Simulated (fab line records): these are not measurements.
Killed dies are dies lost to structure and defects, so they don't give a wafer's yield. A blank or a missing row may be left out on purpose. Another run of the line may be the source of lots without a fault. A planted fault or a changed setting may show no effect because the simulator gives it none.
fab line records	flow n5-finfet
record: lots: 24	wafers: 72	last-day: 19
route steps=1938 shown BEOL_M9@1448 BEOL_M10@1503 BEOL_M11@1540
lots that met no fault: from a run of the same line without faults
start-h: start of the lot's first displayed wafer, in hours after the record's first day	wait-h: hours from the lot's prior step to this one	" identical to the entry in the row above	L1.1+2: several wafers, shown together as one row	- value missing, or start not given	* or withheld: withheld	< > ~ a bound
route shown NAME@n: a module of which the file shows steps, and the number in the route of the first	usual: mean and standard deviation over wafers with no fault	same: alike in all rows	chamber/n: place in a boat	sites: per-site readings	_std_site: their standard deviation	_edge_site: the outer-site mean with the inner-site mean subtracted	radius-mm: for every site, how far away it sits from the centre of the wafer	mask NAME#n: copy n	behind: the last tool/chamber to shape the wafer	hold: what put the lot on hold/how long, in hours/how the hold closed	device: the transistor (n, p or np) that didn't switch	end of line: tests run on the same wafers once the route is complete	a step without rows: its recipe alone	killed: dies lost to structure and defects at the first sort, not the wafer's yield	map: a wafer's dies, x killed, . not, _ none there
set.NAME: the setting the step ran with; set.NAME@STEP: the setting that earlier step ran with	model.NAME: the simulator's own value behind a step, which no gauge read
steps of the route over a sample of lots; a table a step, a row a wafer
services: from which hour (start-h, from the record's first day; less than 0 if before it) a tool's chamber was out of use, for how many hours, and why
== steps ==
step: N5_BEOL_M9_STRIP_80
recipe: chemistry: N2/H2	time-s: 10	power-w: 450	temp-c: 40	pressure-mtorr: 20	rf-frequency-hz: 6e+07	bias-power-w: 7	n2-flow-sccm: 200	h2-flow-sccm: 200
usual: drypump-motor-current-A: 5.8/0.36	oes-product-au: 0.81/0.089	rf-vpp-V: 59.3/0.84	showerhead-plenum-p-Torr: 2.57/0.08	throttle-valve-pct: 23.60/0.26
same: time-s: 10
lot.wafer	tool	chamber	start-h	wait-h	drypump-motor-current-A	oes-product-au	rf-hours-counter-h	rf-vpp-V	showerhead-plenum-p-Torr	throttle-valve-pct
L076.2	rie-diel-05	2	-	-	5.1	0.73	194	59.9	2.40	23.37
L076.3	"	1	"	"	6.1	0.73	156	60.1	2.52	23.47
L076.6	"	0	"	"	6.1	0.68	-	58.8	2.61	23.86
L074.1	rie-diel-02	1	-	-	5.7	0.90	25	59.8	2.59	23.50
L074.3	"	2	"	"	6.2	0.67	232	60.0	2.52	23.64
L074.5	"	3	"	"	6.3	0.88	-	61.3	2.69	23.75
L075.1	rie-diel-05	0	-	-	6.1	0.68	234	59.5	2.61	23.85
L075.4	"	0	"	"	6.1	0.68	-	59.3	2.61	23.85
L075.6	"	2	"	"	5.0	0.73	-	59.9	2.40	23.36
L077.2	rie-diel-01	0	-	-	6.3	0.82	78	60.1	2.59	23.96
L077.3	"	2	"	"	5.9	0.95	23	59.3	2.68	23.19
L077.4	"	0	"	"	6.4	0.82	-	61.1	2.59	23.96
L078.1	rie-diel-01	2	-	-	5.9	0.93	30	59.8	2.68	23.19
L078.3	"	1	"	"	5.8	0.90	17	58.7	2.61	23.74
L078.6	"	3	"	"	5.8	0.80	-	59.1	2.55	23.47
L080.1	rie-diel-05	1	-	-	6.0	0.73	167	59.5	2.52	23.48
L080.3	"	3	"	"	5.8	0.95	6	59.8	2.59	23.42
L080.4	"	2	"	"	5.1	0.72	205	58.8	2.40	23.37
L079.2	rie-diel-02	2	-	-	6.2	0.67	242	58.4	2.51	23.64
L079.3	"	1	"	"	5.7	0.89	33	57.4	2.58	23.52
L079.5	"	1	"	"	5.7	0.88	-	58.5	2.58	23.52
L081.1	rie-diel-01	0	-	-	6.3	0.82	87	57.3	2.58	23.97
L081.4	"	3	"	"	5.8	0.81	86	59.9	2.55	23.50
L081.6	"	3	"	"	5.9	0.81	-	59.8	2.55	23.47
L082.1	rie-diel-02	3	-	-	6.3	0.86	58	58.7	2.69	23.78
L082.3	"	2	"	"	6.2	0.67	243	59.5	2.51	23.65
L082.6	"	1	"	"	5.7	0.89	-	58.8	2.58	23.52
L083.1	rie-diel-01	1	-	-	5.8	0.88	28	59.4	2.60	23.74
L083.2	"	2	"	"	5.8	0.92	40	59.3	2.67	23.20
L083.3	"	3	"	"	5.8	0.81	94	58.8	2.55	23.49
L084.3	rie-diel-01	3	-	-	5.8	0.81	96	60.0	2.55	23.49
L084.4	"	2	"	"	5.9	0.93	-	58.4	2.67	23.21
L084.6	"	3	"	"	5.8	0.82	-	58.1	2.55	23.50
L087.1	rie-diel-05	2	-	-	5.1	0.71	217	60.0	2.39	23.39
L087.4	"	3	"	"	5.8	0.92	-	58.5	2.58	23.46
L087.5	"	1	"	"	6.0	0.72	-	58.7	2.51	23.49
L085.3	rie-diel-02	0	-	-	5.5	0.72	204	57.8	2.62	24.10
L085.5	"	0	"	"	5.5	0.72	-	58.5	2.62	24.10
L085.6	"	3	"	"	6.3	0.84	-	59.6	2.68	23.79
L086.1	rie-diel-05	2	-	-	5.1	0.71	218	57.9	2.39	23.40
L086.4	"	2	"	"	5.0	0.71	-	58.4	2.39	23.39
L086.5	"	1	"	"	6.0	0.72	-	59.5	2.51	23.50
L091.1	rie-diel-02	1	-	-	5.7	0.86	55	59.2	2.57	23.56
L091.4	"	3	"	"	6.2	0.84	79	61.4	2.68	23.81
L091.6	"	0	"	"	5.5	0.72	-	58.1	2.61	24.12
L089.2	rie-diel-01	0	-	-	6.3	0.79	106	58.9	2.58	23.99
L089.3	"	3	"	"	5.8	0.78	108	58.8	2.54	23.52
L089.5	"	1	"	"	5.8	0.86	-	58.9	2.60	23.78
L090.1	rie-diel-05	1	-	-	6.0	0.71	191	58.8	2.51	23.51
L090.3	"	0	"	"	6.1	0.96	7	58.5	2.60	23.64
L090.6	"	3	"	"	5.8	0.88	-	58.6	2.58	23.45
L088.3	rie-diel-05	2	-	-	5.0	0.70	229	60.3	2.39	23.40
L088.5	"	1	"	"	6.0	0.70	-	59.3	2.51	23.51
L088.6	"	0	"	"	6.1	0.96	-	60.2	2.60	23.65
L092.2	rie-diel-05	1	-	-	6.0	0.71	192	60.9	2.51	23.52
L092.3	"	3	"	"	5.8	0.88	31	59.1	2.57	23.45
L092.6	"	0	"	"	6.1	0.96	-	59.2	2.60	23.65
L094.3	rie-diel-02	1	-	-	5.7	0.84	59	59.5	2.57	23.54
L094.5	"	3	"	"	6.2	0.83	-	58.6	2.67	23.80
L094.6	"	0	"	"	5.5	0.72	-	58.5	2.61	24.13
L093.1	rie-diel-01	1	-	-	5.8	0.86	45	59.3	2.60	23.78
L093.3	"	0	"	"	6.4	0.79	111	59.4	2.57	24.01
L093.5	"	2	"	"	5.8	0.89	-	60.3	2.67	23.23
L095.2	rie-diel-01	2	-	-	5.9	0.90	60	59.0	2.66	23.24
L095.4	"	0	"	"	6.3	0.80	-	58.9	2.57	24.02
L095.5	"	2	"	"	5.8	0.90	-	59.3	2.66	23.24
L097.1	rie-diel-05	1	-	-	6.0	0.70	200	59.0	2.50	23.51
L097.3	"	3	"	"	5.8	0.87	40	59.5	2.57	23.45
L097.4	"	2	"	"	5.0	0.69	238	58.6	2.38	23.41
L096.3	rie-diel-01	2	-	-	5.9	0.89	64	60.4	2.66	23.23
L096.4	"	0	"	"	6.4	0.78	-	58.7	2.57	24.02
L096.5	"	1	"	"	5.8	0.85	-	60.1	2.59	23.80
step: N5_BEOL_M9_SURFACE_TREAT_79
recipe: gas: Ar	time-s: *	ion-energy-ev: *	ion-current-ma-cm2: 0.5	pressure-mtorr: *	ar-flow-sccm: 30
usual: throttle-valve-pct: *
same: time-s: *
lot.wafer	tool	chamber	start-h	wait-h	throttle-valve-pct
L076.2	pvd-sputter-03	-	249.06	0.2	*
L076.3	"	-	"	"	*
L076.6	"	-	"	"	*
L074.1	pvd-sputter-02	-	252.10	0.2	*
L074.3	"	-	"	"	*
L074.5	"	-	"	"	*
L075.1	pvd-sputter-01	-	256.20	0.2	*
L075.4	"	-	"	"	*
L075.6	"	-	"	"	*
L077.2	pvd-sputter-02	-	256.32	0.2	*
L077.3	"	-	"	"	*
L077.4	"	-	"	"	*
L078.1	pvd-sputter-01	-	274.88	0.7	*
L078.3	"	-	"	"	*
L078.6	"	-	"	"	*
L080.1	pvd-sputter-02	-	280.07	0.4	*
L080.3	"	-	"	"	*
L080.4	"	-	"	"	*
L079.2	pvd-sputter-02	-	280.27	0.2	*
L079.3	"	-	"	"	*
L079.5	"	-	"	"	*
L081.1	pvd-sputter-02	-	280.63	0.2	*
L081.4	"	-	"	"	*
L081.6	"	-	"	"	*
L082.1	pvd-sputter-03	-	287.73	0.2	*
L082.3	"	-	"	"	*
L082.6	"	-	"	"	*
L083.1	pvd-sputter-03	-	306.90	0.2	*
L083.2	"	-	"	"	*
L083.3	"	-	"	"	*
L084.3	pvd-sputter-02	-	313.22	0.2	*
L084.4	"	-	"	"	*
L084.6	"	-	"	"	*
L087.1	pvd-sputter-03	-	322.33	0.3	*
L087.4	"	-	"	"	*
L087.5	"	-	"	"	*
L085.3	pvd-sputter-03	-	322.37	0.3	*
L085.5	"	-	"	"	*
L085.6	"	-	"	"	*
L086.1	pvd-sputter-01	-	322.46	0.2	*
L086.4	"	-	"	"	*
L086.5	"	-	"	"	*
L091.1	pvd-sputter-01	-	352.13	0.2	*
L091.4	"	-	"	"	*
L091.6	"	-	"	"	*
L089.2	pvd-sputter-03	-	352.23	0.2	*
L089.3	"	-	"	"	*
L089.5	"	-	"	"	*
L090.1	pvd-sputter-01	-	352.81	0.4	*
L090.3	"	-	"	"	*
L090.6	"	-	"	"	*
L088.3	pvd-sputter-01	-	354.69	1.0	*
L088.5	"	-	"	"	*
L088.6	"	-	"	"	*
L092.2	pvd-sputter-02	-	355.36	0.3	*
L092.3	"	-	"	"	*
L092.6	"	-	"	"	*
L094.3	pvd-sputter-01	-	367.31	0.2	*
L094.5	"	-	"	"	*
L094.6	"	-	"	"	*
L093.1	pvd-sputter-03	-	367.55	0.2	*
L093.3	"	-	"	"	*
L093.5	"	-	"	"	*
L095.2	pvd-sputter-01	-	375.75	0.2	*
L095.4	"	-	"	"	*
L095.5	"	-	"	"	*
L097.1	pvd-sputter-02	-	384.52	0.2	*
L097.3	"	-	"	"	*
L097.4	"	-	"	"	*
L096.3	pvd-sputter-01	-	384.59	0.2	*
L096.4	"	-	"	"	*
L096.5	"	-	"	"	*
step: N5_BEOL_M10_OVL_MEAS_29
recipe: points-per-wafer: 44
usual: V9_OVL: 0.7/0.71
lot.wafer	tool	chamber	start-h	wait-h	V9_OVL[nm]
L076.2	overlay-01	0	254.84	0.0	1.9
L076.3	"	0	"	"	1.1
L076.6	"	0	"	"	1.3
L074.1	overlay-02	0	259.38	0.0	0.8
L074.3	"	0	"	"	1.1
L074.5	"	0	"	"	0.1
L077.2	overlay-02	0	262.55	0.0	0.0
L077.3	"	0	"	"	1.4
L077.4	"	0	"	"	0.1
L075.1	overlay-01	0	262.72	0.0	1.8
L075.4	"	0	"	"	2.0
L075.6	"	0	"	"	2.6
L078.1	overlay-01	0	281.65	0.0	0.4
L078.3	"	0	"	"	1.4
L078.6	"	0	"	"	1.0
L079.2	overlay-01	0	285.67	0.0	0.4
L079.3	"	0	"	"	-0.5
L079.5	"	0	"	"	-0.8
L080.1	overlay-02	0	285.84	0.0	1.7
L080.3	"	0	"	"	1.9
L080.4	"	0	"	"	0.5
L081.1	overlay-02	0	286.28	0.0	0.0
L081.4	"	0	"	"	-0.2
L081.6	"	0	"	"	1.6
L082.1	overlay-02	0	294.89	0.0	-1.1
L082.3	"	0	"	"	-0.3
L082.6	"	0	"	"	0.8
L083.1	overlay-01	0	316.72	0.0	0.8
L083.2	"	0	"	"	1.0
L083.3	"	0	"	"	1.3
L084.3	overlay-02	0	320.47	0.0	1.2
L084.4	"	0	"	"	0.5
L084.6	"	0	"	"	1.1
L087.1	overlay-01	0	327.35	0.0	0.9
L087.4	"	0	"	"	-0.2
L087.5	"	0	"	"	0.4
L085.3	overlay-02	0	329.18	0.0	0.6
L085.5	"	0	"	"	1.5
L085.6	"	0	"	"	1.1
L086.1	overlay-01	0	330.56	0.0	-0.3
L086.4	"	0	"	"	0.2
L086.5	"	0	"	"	0.1
L091.1	overlay-02	0	357.22	0.0	2.1
L091.4	"	0	"	"	-0.2
L091.6	"	0	"	"	-0.1
L090.1	overlay-01	0	360.60	0.0	-0.2
L090.3	"	0	"	"	0.1
L090.6	"	0	"	"	0.2
L089.2	overlay-02	0	360.65	0.0	0.6
L089.3	"	0	"	"	0.7
L089.5	"	0	"	"	0.8
L088.3	overlay-02	0	360.82	0.0	1.6
L088.5	"	0	"	"	1.7
L088.6	"	0	"	"	-0.1
L092.2	overlay-01	0	360.99	0.0	0.4
L092.3	"	0	"	"	0.7
L092.6	"	0	"	"	-0.2
L094.3	overlay-01	0	371.91	0.0	0.3
L094.5	"	0	"	"	0.9
L094.6	"	0	"	"	1.5
L093.1	overlay-01	0	374.04	0.0	0.3
L093.3	"	0	"	"	2.0
L093.5	"	0	"	"	0.3
L095.2	overlay-02	0	382.82	0.0	1.5
L095.4	"	0	"	"	2.2
L095.5	"	0	"	"	0.8
L097.1	overlay-01	0	392.87	0.0	0.4
L097.3	"	0	"	"	1.6
L097.4	"	0	"	"	0.7
L096.3	overlay-01	0	393.04	0.0	0.8
L096.4	"	0	"	"	-0.4
L096.5	"	0	"	"	1.5
step: N5_BEOL_M10_ALD_74
recipe: material: TaN	target-thk-a: 20	temp-c: 275	ald-precursor-family: PDMAT	ald-co-reactant: NH3	pressure-torr: 3	carrier-flow-sccm: 1500	pulse-time-s: 2	purge-time-s: 3	co-reactant-purge-time-s: 2	co-reactant-pulse-time-s: 3	ald-cycles: 40	precursor-vessel-temp-c: 75	precursor-vessel-pressure-torr: 26.25	precursor-vessel-carrier-sccm: 1000
usual: heater-power-w: 408/49	susceptor-temp-C: 275.00/0.18
same: ald-cycles: 40
lot.wafer	tool	chamber	start-h	wait-h	heater-power-w	susceptor-temp-C
L076.2	ald-metal-01	2	256.46	0.1	398	274.92
L076.3	"	3	"	"	367	274.79
L076.6	"	2	"	"	396	274.89
L074.1	ald-metal-01	1	260.58	0.1	502	274.89
L074.3	"	3	"	"	369	274.83
L074.5	"	0	"	"	440	275.02
L077.2	ald-metal-04	2	263.90	0.0	365	274.95
L077.3	"	0	"	"	361	275.29
L077.4	"	3	"	"	376	274.87
L075.1	ald-metal-03	0	264.07	0.1	379	274.86
L075.4	"	1	"	"	413	274.96
L075.6	"	2	"	"	481	275.00
L078.1	ald-metal-01	3	283.29	0.3	369	275.08
L078.3	"	2	"	"	394	275.11
L078.6	"	3	"	"	356	274.98
L079.2	ald-metal-03	3	287.46	0.0	482	275.15
L079.3	"	1	"	"	414	275.16
L079.5	"	0	"	"	394	275.09
L080.1	ald-metal-01	2	287.53	0.0	398	274.92
L080.3	"	3	"	"	362	274.91
L080.4	"	1	"	"	504	275.39
L081.1	ald-metal-04	1	287.91	0.1	373	275.19
L081.4	"	0	"	"	366	274.87
L081.6	"	0	"	"	367	274.95
L082.1	ald-metal-03	3	296.46	0.1	492	274.91
L082.3	"	1	"	"	417	275.09
L082.6	"	0	"	"	375	275.08
L083.1	ald-metal-04	3	318.16	0.2	364	275.09
L083.2	"	0	"	"	366	275.01
L083.3	"	1	"	"	389	274.89
L084.3	ald-metal-04	2	321.98	0.0	365	274.77
L084.4	"	0	"	"	366	274.87
L084.6	"	1	"	"	376	274.68
L087.1	ald-metal-01	2	329.15	0.3	401	274.70
L087.4	"	1	"	"	488	274.89
L087.5	"	2	"	"	401	274.92
L085.3	ald-metal-01	2	331.37	0.1	399	275.19
L085.5	"	2	"	"	389	275.21
L085.6	"	3	"	"	363	274.86
L086.1	ald-metal-04	1	331.97	0.1	379	274.54
L086.4	"	2	"	"	352	275.14
L086.5	"	3	"	"	369	275.10
L091.1	ald-metal-04	2	360.53	0.1	371	275.26
L091.4	"	0	"	"	371	275.06
L091.6	"	2	"	"	367	275.31
L090.1	ald-metal-01	3	361.97	0.0	344	274.98
L090.3	"	0	"	"	433	275.47
L090.6	"	0	"	"	419	275.20
L089.2	ald-metal-01	0	362.23	0.1	416	274.89
L089.3	"	2	"	"	364	274.75
L089.5	"	2	"	"	375	274.87
L088.3	ald-metal-03	2	362.34	0.1	494	275.37
L088.5	"	1	"	"	410	274.94
L088.6	"	2	"	"	475	274.98
L092.2	ald-metal-04	0	364.89	0.1	373	274.75
L092.3	"	3	"	"	366	274.55
L092.6	"	3	"	"	361	274.88
L094.3	ald-metal-03	1	374.53	0.1	417	274.82
L094.5	"	1	"	"	412	274.90
L094.6	"	0	"	"	394	275.00
L093.1	ald-metal-01	0	375.63	0.1	428	274.71
L093.3	"	3	"	"	343	275.00
L093.5	"	2	"	"	367	275.44
L095.2	ald-metal-03	2	384.36	0.0	489	275.16
L095.4	"	3	"	"	474	274.90
L095.5	"	0	"	"	383	275.21
L097.1	ald-metal-03	0	394.52	0.0	378	275.01
L097.3	"	2	"	"	474	275.05
L097.4	"	3	"	"	487	275.25
L096.3	ald-metal-01	1	394.81	0.3	464	275.05
L096.4	"	0	"	"	410	274.98
L096.5	"	0	"	"	416	274.91
step: N5_BEOL_M11_HM_DEP_02
recipe: material: TiN	target-thk-a: 200	temp-c: 25	chamber-pressure-pa: 0.49996
usual: susceptor-temp-C: 25.00/0.11	throttle-valve-pct: 30.3/1.2
lot.wafer	tool	chamber	start-h	wait-h	susceptor-temp-C	throttle-valve-pct
L076.2	pvd-sputter-02	-	260.24	1.1	25.03	29.8
L076.3	"	-	"	"	25.08	28.7
L076.6	"	-	"	"	24.98	29.1
L074.1	pvd-sputter-03	-	263.76	0.7	25.04	29.5
L074.3	"	-	"	"	24.91	30.1
L074.5	"	-	"	"	24.77	30.5
L077.2	pvd-sputter-01	-	267.25	0.7	25.01	30.5
L077.3	"	-	"	"	24.99	31.6
L077.4	"	-	"	"	25.04	31.5
L075.1	pvd-sputter-01	-	267.43	0.6	24.80	31.3
L075.4	"	-	"	"	25.02	31.4
L075.6	"	-	"	"	24.83	31.7
L078.1	pvd-sputter-03	-	287.26	1.1	24.93	28.4
L078.3	"	-	"	"	24.94	30.2
L078.6	"	-	"	"	25.14	30.2
L079.2	pvd-sputter-02	-	292.17	2.2	24.94	30.5
L079.3	"	-	"	"	24.94	28.3
L079.5	"	-	"	"	25.01	28.8
L080.1	pvd-sputter-02	-	292.27	2.0	25.04	30.4
L080.3	"	-	"	"	25.00	28.2
L080.4	"	-	"	"	25.04	29.4
L081.1	pvd-sputter-01	-	292.95	0.1	24.97	31.6
L081.4	"	-	"	"	24.94	31.4
L081.6	"	-	"	"	25.11	30.4
L082.1	pvd-sputter-01	-	302.14	1.2	25.12	31.8
L082.3	"	-	"	"	24.90	31.5
L082.6	"	-	"	"	24.98	31.5
L083.1	pvd-sputter-01	-	321.70	1.3	25.17	31.4
L083.2	"	-	"	"	24.97	31.8
L083.3	"	-	"	"	25.04	31.6
L084.3	pvd-sputter-01	-	326.52	1.6	24.94	31.4
L084.4	"	-	"	"	24.97	31.7
L084.6	"	-	"	"	24.98	31.3
L087.1	pvd-sputter-03	-	332.36	0.8	25.08	28.2
L087.4	"	-	"	"	24.87	30.1
L087.5	"	-	"	"	25.19	30.5
L085.3	pvd-sputter-01	-	335.34	1.7	25.16	31.4
L085.5	"	-	"	"	24.95	31.5
L085.6	"	-	"	"	25.15	31.5
L086.1	pvd-sputter-01	-	335.82	1.1	24.96	31.4
L086.4	"	-	"	"	24.84	31.7
L086.5	"	-	"	"	25.03	31.5
L091.1	pvd-sputter-02	-	364.97	2.1	25.03	28.1
L091.4	"	-	"	"	25.08	29.8
L091.6	"	-	"	"	24.97	28.4
L090.1	pvd-sputter-02	-	366.31	2.0	25.26	28.9
L090.3	"	-	"	"	25.02	30.6
L090.6	"	-	"	"	25.16	28.7
L089.2	pvd-sputter-02	-	366.51	1.6	25.15	28.3
L089.3	"	-	"	"	25.03	30.2
L089.5	"	-	"	"	24.82	28.8
L088.3	pvd-sputter-03	-	366.87	0.7	24.90	28.0
L088.5	"	-	"	"	24.90	29.4
L088.6	"	-	"	"	25.07	30.1
L092.2	pvd-sputter-01	-	367.61	0.1	24.90	31.4
L092.3	"	-	"	"	25.07	31.3
L092.6	"	-	"	"	24.94	31.7
L094.3	pvd-sputter-02	-	379.56	2.0	24.98	29.8
L094.5	"	-	"	"	24.87	28.7
L094.6	"	-	"	"	25.04	29.5
L093.1	pvd-sputter-03	-	379.77	1.0	24.93	29.3
L093.3	"	-	"	"	24.95	30.2
L093.5	"	-	"	"	25.07	29.4
L095.2	pvd-sputter-01	-	388.52	0.9	24.94	31.7
L095.4	"	-	"	"	25.16	30.3
L095.5	"	-	"	"	25.04	31.2
L097.1	pvd-sputter-01	-	397.72	0.7	25.04	31.7
L097.3	"	-	"	"	24.90	31.5
L097.4	"	-	"	"	25.11	30.4
L096.3	pvd-sputter-03	-	401.60	2.0	25.17	29.3
L096.4	"	-	"	"	25.02	30.5
L096.5	"	-	"	"	25.16	30.1
step: N5_BEOL_M11_STRIP_67
recipe: chemistry: CF4	resist: SiARC	power-w: 300	bias-power-w: 75	pressure-mtorr: 50	cf4-flow-sccm: 150	rf-frequency-hz: 6e+07
usual: drypump-motor-current-A: 5.8/0.36	oes-product-au: 0.81/0.085	rf-vpp-V: 271.5/1.3	showerhead-plenum-p-Torr: 1.82/0.051	throttle-valve-pct: 13.61/0.2
lot.wafer	tool	chamber	start-h	wait-h	drypump-motor-current-A	oes-product-au	rf-hours-counter-h	rf-vpp-V	showerhead-plenum-p-Torr	throttle-valve-pct
L076.2	rie-diel-05	1	260.93	0.0	6.0	0.75	161	269.7	1.79	13.72
L076.3	"	0	"	"	6.1	0.68	236	272.9	1.86	13.91
L076.6	"	2	"	"	5.0	0.73	-	269.3	1.71	13.57
L074.1	rie-diel-01	3	264.99	0.0	5.9	0.83	81	271.3	1.82	13.65
L074.3	"	0	"	"	6.3	0.82	82	271.3	1.82	13.78
L074.5	"	1	"	"	5.8	0.91	-	271.9	1.83	13.48
L077.2	rie-diel-01	2	268.28	0.0	5.8	0.92	28	273.4	1.90	13.41
L077.3	"	3	"	"	5.8	0.84	83	270.2	1.82	13.67
L077.4	"	0	"	"	6.3	0.81	83	270.8	1.82	13.77
L075.1	rie-diel-05	1	268.48	0.0	6.0	0.74	164	272.1	1.79	13.72
L075.4	"	2	"	"	5.0	0.72	201	271.4	1.71	13.57
L075.6	"	0	"	"	6.1	0.69	-	271.8	1.86	13.94
L078.1	rie-diel-05	1	288.12	0.0	6.0	0.74	170	271.4	1.79	13.72
L078.3	"	0	"	"	6.1	0.69	245	271.6	1.86	13.97
L078.6	"	0	"	"	6.1	0.68	-	272.6	1.86	13.93
L079.2	rie-diel-01	2	292.86	0.0	5.8	0.90	37	271.3	1.89	13.42
L079.3	"	3	"	"	5.9	0.82	91	272.1	1.81	13.68
L079.5	"	3	"	"	5.9	0.82	-	271.0	1.82	13.68
L080.1	rie-diel-01	1	293.11	0.0	5.8	0.89	24	270.6	1.83	13.50
L080.3	"	0	"	"	6.3	0.80	92	271.8	1.82	13.80
L080.4	"	2	"	"	5.8	0.90	37	273.4	1.89	13.42
L081.1	rie-diel-05	1	293.66	0.0	6.0	0.74	171	272.2	1.79	13.74
L081.4	"	2	"	"	5.0	0.71	209	270.6	1.71	13.58
L081.6	"	1	"	"	6.0	0.74	-	270.9	1.79	13.73
L082.1	rie-diel-02	1	303.05	0.0	5.7	0.86	40	270.9	1.83	13.33
L082.3	"	2	"	"	6.1	0.66	248	271.3	1.78	13.73
L082.6	"	3	"	"	6.2	0.85	-	272.7	1.88	13.41
L083.1	rie-diel-05	3	322.53	0.0	5.8	0.91	19	273.2	1.83	13.43
L083.2	"	2	"	"	5.0	0.72	218	268.2	1.71	13.62
L083.3	"	1	"	"	6.0	0.73	181	269.2	1.79	13.75
L084.3	rie-diel-05	1	327.51	0.0	6.0	0.73	183	271.5	1.79	13.76
L084.4	"	1	"	"	6.0	0.73	-	271.5	1.79	13.75
L084.6	"	3	"	"	5.8	0.91	-	272.8	1.83	13.44
L087.1	rie-diel-01	2	333.06	0.0	5.8	0.89	48	272.4	1.89	13.47
L087.4	"	3	"	"	5.8	0.81	103	271.4	1.81	13.72
L087.5	"	1	"	"	5.8	0.87	-	272.5	1.83	13.54
L085.3	rie-diel-01	2	336.15	0.0	5.8	0.89	48	273.3	1.89	13.45
L085.5	"	2	"	"	5.8	0.89	-	273.1	1.89	13.47
L085.6	"	3	"	"	5.8	0.81	-	271.7	1.81	13.71
L086.1	rie-diel-01	3	336.51	0.0	5.8	0.81	104	271.0	1.81	13.71
L086.4	"	0	"	"	6.3	0.80	102	271.2	1.81	13.83
L086.5	"	0	"	"	6.3	0.80	-	270.2	1.81	13.83
L091.1	rie-diel-05	0	365.78	0.0	6.1	0.96	11	272.7	1.85	13.42
L091.4	"	1	"	"	6.0	0.71	194	269.9	1.79	13.78
L091.6	"	0	"	"	6.1	0.95	-	272.5	1.85	13.40
L090.1	rie-diel-05	1	367.66	0.0	6.0	0.72	195	271.2	1.78	13.78
L090.3	"	2	"	"	5.0	0.71	233	268.8	1.70	13.64
L090.6	"	2	"	"	5.0	0.70	-	269.9	1.70	13.65
L089.2	rie-diel-02	1	367.66	0.0	5.7	0.84	59	271.0	1.83	13.38
L089.3	"	0	"	"	5.5	0.72	219	271.9	1.85	14.14
L089.5	"	0	"	"	5.5	0.72	-	271.4	1.85	14.13
L088.3	rie-diel-05	3	368.38	0.0	5.8	0.88	35	270.9	1.83	13.47
L088.5	"	3	"	"	5.8	0.87	-	269.7	1.83	13.47
L088.6	"	2	"	"	5.0	0.70	-	268.8	1.70	13.65
L092.2	rie-diel-02	1	368.66	0.0	5.7	0.83	60	271.5	1.82	13.38
L092.3	"	0	"	"	5.5	0.71	220	273.6	1.85	14.13
L092.6	"	1	"	"	5.7	0.84	-	270.9	1.82	13.38
L094.3	rie-diel-05	1	380.38	0.0	6.0	0.72	199	269.5	1.78	13.81
L094.5	"	2	"	"	5.0	0.70	-	271.0	1.70	13.65
L094.6	"	3	"	"	5.8	0.87	-	271.2	1.83	13.48
L093.1	rie-diel-01	1	380.73	0.0	5.8	0.84	51	269.7	1.82	13.57
L093.3	"	2	"	"	5.8	0.87	63	273.3	1.89	13.50
L093.5	"	2	"	"	5.9	0.87	-	273.3	1.89	13.48
L095.2	rie-diel-01	0	389.40	0.0	6.3	0.79	121	271.6	1.81	13.87
L095.4	"	1	"	"	5.8	0.84	55	271.8	1.82	13.58
L095.5	"	2	"	"	5.8	0.87	-	272.5	1.89	13.49
L097.1	rie-diel-05	1	398.41	0.0	6.0	0.71	204	271.5	1.78	13.82
L097.3	"	3	"	"	5.8	0.86	44	271.5	1.83	13.48
L097.4	"	2	"	"	5.0	0.70	242	269.1	1.70	13.67
L096.3	rie-diel-02	3	402.81	0.0	6.2	0.81	94	273.6	1.87	13.49
L096.4	"	1	"	"	5.7	0.82	71	271.7	1.82	13.41
L096.5	"	1	"	"	5.7	0.83	-	272.4	1.82	13.41
== services ==
tool	chamber	start-h	hours	kind
rie-diel-05	0	227.75	9.5	repair
rie-diel-05	3	237.47	-	clean
rie-diel-05	3	237.47	-	consumable-replace:focus-ring
rie-diel-05	3	237.47	25.4	scheduled-down
rie-diel-05	3	237.47	25.4	vent-cycle
rie-diel-01	3	252.29	4.1	repair
rie-diel-02	-	263.90	1.7	repair
rie-diel-05	0	306.85	-	clean
rie-diel-05	0	306.85	-	consumable-replace:focus-ring
rie-diel-01	0	309.55	5.6	repair
rie-diel-02	2	313.40	-	clean
rie-diel-02	2	313.40	-	consumable-replace:focus-ring
rie-diel-02	2	313.40	18.2	scheduled-down
rie-diel-02	2	313.40	18.2	vent-cycle
rie-diel-01	-	320.61	2.8	pm
ald-metal-01	-	337.25	14.0	pm
ald-metal-01	0	337.25	14.0	vent-cycle
ald-metal-01	1	337.25	37.6	vent-cycle
ald-metal-01	2	337.25	14.0	vent-cycle
ald-metal-01	3	337.25	14.0	vent-cycle
rie-diel-01	3	370.74	13.1	repair
rie-diel-02	3	383.28	7.3	repair
ald-metal-04	3	386.44	10.5	repair
ald-metal-01	-	396.69	2.8	pm
== key ==
fault none
